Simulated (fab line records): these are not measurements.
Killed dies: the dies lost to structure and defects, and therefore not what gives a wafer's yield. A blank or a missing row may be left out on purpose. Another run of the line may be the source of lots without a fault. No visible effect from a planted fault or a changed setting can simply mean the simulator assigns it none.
fab line records	flow n5_finfet	part 2 of 2: steps 6 to 6 of 6
record: lots: 9	wafers: 27	last_day: 17
route steps=1938 shown SDB@368 HKMG_FIN@388 BEOL_M4@1111 PASSIVATION@1936
lots that met no fault: from a run of the same line without faults
start_h: start of the lot's first displayed wafer, in hours after the record's first day	wait_h: hours since the lot's step before	" the same as in the row above	L1.1+2: a single row standing in for several wafers	- value missing, or start not given	* or withheld: withheld	< > ~ a bound
route shown NAME@n: a module of which the file shows steps, and the number in the route of the first	usual: mean/standard deviation of fault-free wafers	same: alike in all rows	chamber/n: place in a boat	sites: per-site readings	_std_site: how widely they spread, as a standard deviation	_edge_site: inner sites' mean taken away from outer sites' mean	radius_mm: how far each site lies from the wafer's centre	mask NAME#n: copy n	behind: the tool/chamber that last shaped the wafer	hold: why the lot went on hold/how many hours it stayed there/how the hold came to an end	device: the transistor (n, p or np) that didn't switch	end of line: tests run on the same wafers once the route is complete	a step without rows: its recipe alone	killed: the dies lost at the first sort to structure and to defects; this is not the yield of the wafer	map: the dies of a wafer, with x for killed, . for not killed, _ for no die there
set.NAME: the setting that was run; set.NAME@STEP: the one run at that earlier step	model.NAME: the simulator's own value behind a step, which no gauge read
the route's steps for a sample of lots (tables are steps, rows are wafers)
services: the hour from which a tool's chamber was out of use, counted from the record's first day as start_h (under 0 if before that day), plus the number of hours and why
== steps ==
step: N5_PASSIVATION_PROBE_49
usual: defect_limited_yield: 91.1/1.4	killed_at_M0_to_M3: 32/9.3	killed_at_M4_up: 13/5.8	killed_at_contacts: 12/6.3	killed_at_front_end: 44/12	killed_at_other: 3.6/2.7	killed_dies: 104/17	killed_open: 69/13	killed_short: 34/6.9	sort_bin_4_leakage: 0.00/0.031	sort_bin_5_function: 5.2/0.98	sort_bin_6_memory: 3.3/0.59	sort_bin_8_speed: 0.01/0.039	sort_n_pass: 1075/17
same: gross_dies: 1180	killed_at_back_side: 0
lot.wafer	tool	chamber	start_h	wait_h	defect_limited_yield[%]	killed_at_M0_to_M3	killed_at_M4_up	killed_at_contacts	killed_at_front_end	killed_at_other	killed_dies	killed_open	killed_short	sort_bin_4_leakage[%]	sort_bin_5_function[%]	sort_bin_6_memory[%]	sort_bin_8_speed[%]	sort_n_pass
L423.4	prober-01	-	288.09	0.2	90.2	35	11	10	54	6	116	64	43	0	5.9	3.1	0	1064
L423.5	prober-01	-	288.14	0.2	91.7	26	5	13	53	1	98	62	35	0	5.3	2.8	0	1082
L423.6	prober-01	-	288.19	0.3	91.7	39	12	11	32	4	98	70	28	0	4.7	3.5	0	1082
L430.3	prober-01	-	332.76	0.1	92.8	37	6	5	32	5	85	59	24	92.80	4.3	2.8	0	0
L430.4	prober-01	-	332.81	0.2	90.7	38	13	6	43	10	110	69	36	90.68	5.6	3.3	0	0
L430.5	prober-01	-	332.86	0.2	94.0	29	2	5	22	13	71	47	24	93.98	3.4	2.3	0	0
L432.1	prober-02	-	340.32	0.0	91.0	44	12	8	40	2	106	63	43	91.02	5.4	3.1	0	0
L432.5	prober-02	-	340.52	0.2	91.8	39	5	21	30	2	97	55	42	91.78	5.0	2.9	0	0
L432.6	prober-02	-	340.57	0.3	91.5	41	11	11	35	2	100	55	45	91.53	4.1	3.6	0	0
L431.2	prober-01	-	341.14	0.1	89.6	41	6	17	53	6	123	91	32	89.58	6.5	3.4	0	0
L431.3	prober-01	-	341.19	0.1	91.4	24	12	16	47	3	102	64	36	91.36	5.3	3.1	0.08	0
L431.5	prober-01	-	341.29	0.2	92.5	34	9	7	36	3	89	55	32	92.46	4.2	3.0	0.17	0
L439.2	prober-02	-	376.23	0.1	88.6	34	9	18	69	4	134	91	43	0	7.0	3.8	0	1046
L439.3	prober-02	-	376.28	0.1	88.6	40	10	8	73	3	134	94	36	0	6.8	3.8	0	1046
L439.4	prober-02	-	376.33	0.2	90.6	34	8	10	53	6	111	77	32	0	4.9	3.9	0	1069
L437.1	prober-01	-	387.06	0.0	90.9	26	27	14	34	6	107	71	36	0	5.1	3.8	0	1073
L437.2	prober-01	-	387.11	0.1	91.2	23	19	16	46	0	104	61	43	0	5.3	3.0	0	1076
L437.5	prober-01	-	387.26	0.2	89.3	51	19	5	46	5	126	70	56	0	5.6	4.6	0	1054
L441.2	prober-01	-	392.20	0.1	92.1	33	11	14	30	5	93	63	30	0	4.4	3.2	0	1087
L441.5	prober-01	-	392.35	0.2	91.7	26	15	19	32	6	98	69	29	0	5.3	3.0	0	1082
L441.6	prober-01	-	392.40	0.3	88.7	43	17	14	57	2	133	94	39	0	6.7	4.3	0	1047
L444.2	prober-02	-	408.59	0.1	89.7	42	8	7	62	3	122	84	35	0	6.7	3.2	0	1058
L444.3	prober-02	-	408.64	0.1	88.6	75	9	13	33	4	134	89	41	0	6.9	3.9	0	1046
L444.5	prober-02	-	408.74	0.2	88.7	51	7	10	62	3	133	88	44	0	6.7	4.1	0	1047
L443.1	prober-01	-	418.77	0.0	92.4	31	13	11	32	3	90	54	32	0	4.3	2.7	0	1090
L443.5	prober-01	-	418.97	0.2	93.0	29	11	8	32	3	83	55	24	0	4.2	2.5	0	1097
L443.6	prober-01	-	419.02	0.3	93.8	18	7	12	33	3	73	51	21	0	3.6	2.4	0	1107
killed by level:class
L423.4 FIN_SAQP:geometric_particle:open=14 BEOL_M0_SAQP:geometric_particle:short=10 MOL_CONTACT_COAG:geometric_particle:open=8 BEOL_M0_SAQP:geometric_particle:open=8 STI_FIN_REVEAL:geometric_particle:open=7 GATE_CUT:geometric_particle:short=7 FIN_SAQP:geometric_particle:short=6 BEOL_M1:geometric_particle:open=6
L423.5 FIN_SAQP:geometric_particle:short=18 FIN_SAQP:geometric_particle:open=14 BEOL_M1:geometric_particle:open=9 MOL_CONTACT_COAG:geometric_particle:open=9 STI_FIN_REVEAL:geometric_particle:open=6 BEOL_M0_SAQP:geometric_particle:open=6 STARTING-WAFER:geometric_particle:open=5 MOL_CONTACT_COAG:geometric_particle:short=4
L423.6 FIN_SAQP:geometric_particle:open=13 MOL_CONTACT_COAG:geometric_particle:open=10 BEOL_M1:geometric_particle:open=9 FIN_SAQP:geometric_particle:short=8 BEOL_M3:geometric_particle:open=6 BEOL_M0_SAQP:geometric_particle:open=5 BEOL_M0:geometric_particle:open=5 BEOL_M1:geometric_particle:short=4
L430.3 BEOL_M3:geometric_particle:open=12 STI_FIN_REVEAL:geometric_particle:open=10 BEOL_M1:geometric_particle:open=10 DUMMY_GATE:geometric_particle:open=5 BEOL_M3:geometric_particle:short=5 FIN_SAQP:geometric_particle:open=3 SPACER0:geometric_particle:short=3 MOL_CONTACT_COAG:geometric_particle:open=3
L430.4 STI_FIN_REVEAL:geometric_particle:open=10 DUMMY_GATE:geometric_particle:open=10 BEOL_M1:geometric_particle:open=6 BEOL_M2:geometric_particle:open=6 BEOL_M3:geometric_particle:open=6 MOL_CONTACT_COAG:geometric_particle:open=5 BEOL_M0:geometric_particle:open=5 MIM_TOP_ETCH:geometric_particle:short=5
L430.5 BEOL_M1:geometric_particle:open=10 BEOL_M3:geometric_particle:open=9 DUMMY_GATE:geometric_particle:open=4 GATE_CUT:geometric_particle:short=4 MIM_TOP_ETCH:geometric_particle:open=4 MOL_CONTACT_COAG:geometric_particle:open=3 BEOL_M2:geometric_particle:open=3 STARTING-WAFER:geometric_particle:short=3
L432.1 FIN_SAQP:geometric_particle:open=15 BEOL_M0_SAQP:geometric_particle:short=13 FIN_SAQP:geometric_particle:short=8 MOL_CONTACT_COAG:geometric_particle:open=7 BEOL_M0_SAQP:geometric_particle:open=6 BEOL_M2:geometric_particle:open=5 STI_FIN_REVEAL:geometric_particle:open=5 BEOL_M1:geometric_particle:open=5
L432.5 MOL_CONTACT_COAG:geometric_particle:open=16 BEOL_M0_SAQP:geometric_particle:open=14 BEOL_M0_SAQP:geometric_particle:short=11 FIN_SAQP:geometric_particle:short=10 MOL_CONTACT_COAG:geometric_particle:short=5 GATE_CUT:geometric_particle:short=4 BEOL_M1:geometric_particle:open=4 STI_FIN_REVEAL:geometric_particle:open=3
L432.6 FIN_SAQP:geometric_particle:short=13 BEOL_M0_SAQP:geometric_particle:open=10 BEOL_M0_SAQP:geometric_particle:short=8 MOL_CONTACT_COAG:geometric_particle:open=6 BEOL_M2:geometric_particle:open=6 BEOL_M3:geometric_particle:open=6 FIN_SAQP:geometric_particle:open=5 MOL_CONTACT_COAG:geometric_particle:short=5
L431.2 MOL_CONTACT_COAG:geometric_particle:open=16 STI_FIN_REVEAL:geometric_particle:open=10 FIN_SAQP:geometric_particle:open=9 BEOL_M3:geometric_particle:open=8 BEOL_M1:geometric_particle:open=7 BEOL_M2:geometric_particle:open=7 FIN_SAQP:geometric_particle:short=6 BEOL_M0_SAQP:geometric_particle:open=6
L431.3 FIN_SAQP:geometric_particle:short=15 MOL_CONTACT_COAG:geometric_particle:open=15 BEOL_M1:geometric_particle:open=11 FIN_SAQP:geometric_particle:open=6 DUMMY_GATE:geometric_particle:open=5 BEOL_M2:geometric_particle:open=4 STI_FIN_REVEAL:geometric_particle:open=3 ILD0:geometric_particle:short=3
L431.5 BEOL_M0_SAQP:geometric_particle:short=9 STI_FIN_REVEAL:geometric_particle:open=8 GATE_CUT:geometric_particle:open=8 BEOL_M0_SAQP:geometric_particle:open=6 BEOL_M4:geometric_particle:open=6 GATE_CUT:geometric_particle:short=4 MOL_CONTACT_COAG:geometric_particle:open=4 BEOL_M3:geometric_particle:open=4
L439.2 STI_FIN_REVEAL:geometric_particle:open=18 MOL_CONTACT_COAG:geometric_particle:open=15 GATE_CUT:geometric_particle:short=11 BEOL_M0_SAQP:geometric_particle:short=11 FIN_SAQP:geometric_particle:open=9 DUMMY_GATE:geometric_particle:open=9 BEOL_M0_SAQP:geometric_particle:open=9 BEOL_M2:geometric_particle:open=9
L439.3 STI_FIN_REVEAL:geometric_particle:open=18 FIN_SAQP:geometric_particle:open=16 DUMMY_GATE:geometric_particle:open=11 FIN_SAQP:geometric_particle:short=9 BEOL_M2:geometric_particle:open=8 BEOL_M0:geometric_particle:open=8 MOL_CONTACT_COAG:geometric_particle:open=7 BEOL_M4:geometric_particle:open=7
L439.4 BEOL_M0_SAQP:geometric_particle:open=10 STI_FIN_REVEAL:geometric_particle:open=8 MOL_CONTACT_COAG:geometric_particle:open=8 FIN_SAQP:geometric_particle:open=7 STARTING-WAFER:geometric_particle:open=7 GATE_CUT:geometric_particle:short=6 BEOL_M3:geometric_particle:open=6 FIN_SAQP:geometric_particle:short=5
L437.1 BEOL_M4:geometric_particle:open=12 GATE_CUT:geometric_particle:short=10 MOL_CONTACT_COAG:geometric_particle:open=10 BEOL_M1:geometric_particle:open=8 BEOL_M0_SAQP:geometric_particle:short=5 STARTING-WAFER:geometric_particle:open=5 FIN_SAQP:geometric_particle:open=4 MOL_CONTACT_COAG:geometric_particle:short=4
L437.2 FIN_SAQP:geometric_particle:short=13 MOL_CONTACT_COAG:geometric_particle:open=12 FIN_SAQP:geometric_particle:open=8 BEOL_M0_SAQP:geometric_particle:short=7 DUMMY_GATE:geometric_particle:open=6 BEOL_M4:geometric_particle:open=6 BEOL_M1:geometric_particle:open=5 GATE_CUT:geometric_particle:short=4
L437.5 BEOL_M0_SAQP:geometric_particle:short=14 BEOL_M0_SAQP:geometric_particle:open=13 BEOL_M1:geometric_particle:open=8 BEOL_M4:geometric_particle:short=7 FIN_SAQP:geometric_particle:open=6 STI_FIN_REVEAL:geometric_particle:open=6 BEOL_M0:geometric_particle:open=5 FIN_SAQP:geometric_particle:short=4
L441.2 BEOL_M3:geometric_particle:open=12 MOL_CONTACT_COAG:geometric_particle:open=11 FIN_SAQP:geometric_particle:open=7 FIN_SAQP:geometric_particle:short=6 BEOL_M0_SAQP:geometric_particle:short=6 DUMMY_GATE:geometric_particle:open=5 BEOL_M0_SAQP:geometric_particle:open=4 BEOL_M2:geometric_particle:open=4
L441.5 MOL_CONTACT_COAG:geometric_particle:open=13 BEOL_M3:geometric_particle:open=8 FIN_SAQP:geometric_particle:short=6 BEOL_M4:geometric_particle:open=6 MOL_CONTACT_COAG:geometric_particle:short=6 BEOL_M2:geometric_particle:open=6 STI_FIN_REVEAL:geometric_particle:open=5 FIN_SAQP:geometric_particle:open=4
L441.6 FIN_SAQP:geometric_particle:open=13 BEOL_M0_SAQP:geometric_particle:short=11 MOL_CONTACT_COAG:geometric_particle:open=10 BEOL_M4:geometric_particle:open=10 STI_FIN_REVEAL:geometric_particle:open=9 BEOL_M0_SAQP:geometric_particle:open=9 DUMMY_GATE:geometric_particle:open=7 BEOL_M3:geometric_particle:open=7
L444.2 STI_FIN_REVEAL:geometric_particle:open=20 BEOL_M2:geometric_particle:open=13 FIN_SAQP:geometric_particle:open=12 BEOL_M0_SAQP:geometric_particle:short=9 STI_FIN_REVEAL:geometric_particle:short=6 BEOL_M0_SAQP:geometric_particle:open=6 FIN_SAQP:geometric_particle:short=5 MOL_CONTACT_COAG:geometric_particle:open=5
L444.3 BEOL_M0_SAQP:geometric_particle:open=23 BEOL_M0_SAQP:geometric_particle:short=14 BEOL_M1:geometric_particle:open=10 BEOL_M2:geometric_particle:open=10 MOL_CONTACT_COAG:geometric_particle:open=9 FIN_SAQP:geometric_particle:open=6 STI_FIN_REVEAL:geometric_particle:open=6 BEOL_M0:geometric_particle:open=6
L444.5 STI_FIN_REVEAL:geometric_particle:open=20 BEOL_M2:geometric_particle:open=17 FIN_SAQP:geometric_particle:open=10 BEOL_M0_SAQP:geometric_particle:short=10 FIN_SAQP:geometric_particle:short=9 MOL_CONTACT_COAG:geometric_particle:open=8 DUMMY_GATE:geometric_particle:open=6 BEOL_M0_SAQP:geometric_particle:open=6
L443.1 FIN_SAQP:geometric_particle:open=12 BEOL_M2:geometric_particle:open=10 MOL_CONTACT_COAG:geometric_particle:open=7 BEOL_M0_SAQP:geometric_particle:open=7 BEOL_M0_SAQP:geometric_particle:short=7 FIN_SAQP:geometric_particle:short=4 STI_FIN_REVEAL:geometric_particle:short=4 STI_FIN_REVEAL:geometric_particle:open=3
L443.5 BEOL_M2:geometric_particle:open=12 STI_FIN_REVEAL:geometric_particle:open=10 BEOL_M0_SAQP:geometric_particle:short=8 MOL_CONTACT_COAG:geometric_particle:open=5 BEOL_M0_SAQP:geometric_particle:open=4 BEOL_M1:geometric_particle:open=4 FIN_SAQP:geometric_particle:open=3 FIN_SAQP:geometric_particle:short=3
L443.6 FIN_SAQP:geometric_particle:open=11 MOL_CONTACT_COAG:geometric_particle:open=11 FIN_SAQP:geometric_particle:short=5 BEOL_M0:geometric_particle:open=4 BEOL_M4:geometric_particle:open=4 ILD0:geometric_particle:short=3 BEOL_M2:geometric_particle:open=3 BEOL_M3:geometric_particle:open=3
== services ==
tool	chamber	start_h	hours	kind
rie_diel-04	1	50.04	6.2	repair
rie_diel-04	3	51.04	30.3	repair
rie_diel-02	0	51.06	16.0	repair
rie_diel-02	3	53.76	2.0	repair
rie_si-02	-	54.41	2.8	pm
rie_si-03	-	65.50	28.1	pm
rie_si-05	-	66.79	0.1	repair
rie_diel-01	2	69.28	5.1	repair
rie_diel-01	-	76.56	0.6	repair
rie_diel-04	1	107.92	4.6	repair
rie_diel-04	0	112.71	-	clean
rie_diel-04	0	112.71	-	consumable_replace:focus_ring
rie_diel-04	0	112.71	-	consumable_replace:showerhead
rie_diel-04	0	112.71	17.8	scheduled_down
rie_si-02	1	130.98	10.1	repair
ald_hk-01	-	135.07	2.8	pm
rie_si-02	2	137.50	10.4	repair
rie_si-02	0	142.00	7.4	repair
rie_si-03	-	156.22	14.6	pm
rie_diel-04	2	158.20	4.0	repair
rie_diel-04	1	175.91	66.9	repair
rie_si-05	-	177.65	0.6	repair
rie_diel-01	1	192.52	-	clean
rie_diel-01	1	192.52	-	consumable_replace:focus_ring
== key ==
first_sign: step: N5_HKMG_FIN_ALD_74	reading: tool_record	direction: missing
effect: step: N5_BEOL_M4_RC_MEAS_101	reading: IOFF_P_LONG	direction: up	sigmas: 99+	usual: 0.000106	struck: 0.021217
effect: step: N5_BEOL_M4_RC_MEAS_101	reading: IOFF_P_LIN	direction: up	sigmas: 99+	usual: 0.102	struck: 22.528
effect: step: N5_BEOL_M4_RC_MEAS_101	reading: IOFF_P	direction: up	sigmas: 99+	usual: 0.22	struck: 48.98
effect: step: N5_BEOL_M4_RC_MEAS_101	reading: IOFF_P_85C	direction: up	sigmas: 99+	usual: 3.8	struck: 352.2
effect: step: N5_BEOL_M4_RC_MEAS_101	reading: VT_P_LONG	direction: up	sigmas: 49	usual: -276	struck: -123
effect: step: N5_BEOL_M4_RC_MEAS_101	reading: VT_P	direction: up	sigmas: 41	usual: -250	struck: -96
effect: step: N5_BEOL_M4_RC_MEAS_101	reading: VT_N_LVT	direction: up	sigmas: 40	usual: 98	struck: 249
effect: step: N5_BEOL_M4_RC_MEAS_101	reading: ION_P	direction: up	sigmas: 23	usual: 462	struck: 662
effect: step: N5_PASSIVATION_PROBE_49	reading: sort_bin_4_leakage	direction: up	sigmas: 99+	usual: 0.00	struck: 91.69
met_at N5_HKMG_FIN_ALD_74
struck_lots L430,L431,L432
not_acting_at N5_SDB_ETCH_25,N5_SDB_CUT_ETCH_26,N5_HKMG_FIN_ALD_75
onset_between 69.74 113.36
fault: kind: skipped_step_whole	tool: ald_hk-01,ald_hk-03	chamber: -	onset_h: 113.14	steps: N5_HKMG_FIN_ALD_74	scope: struck_lots_only
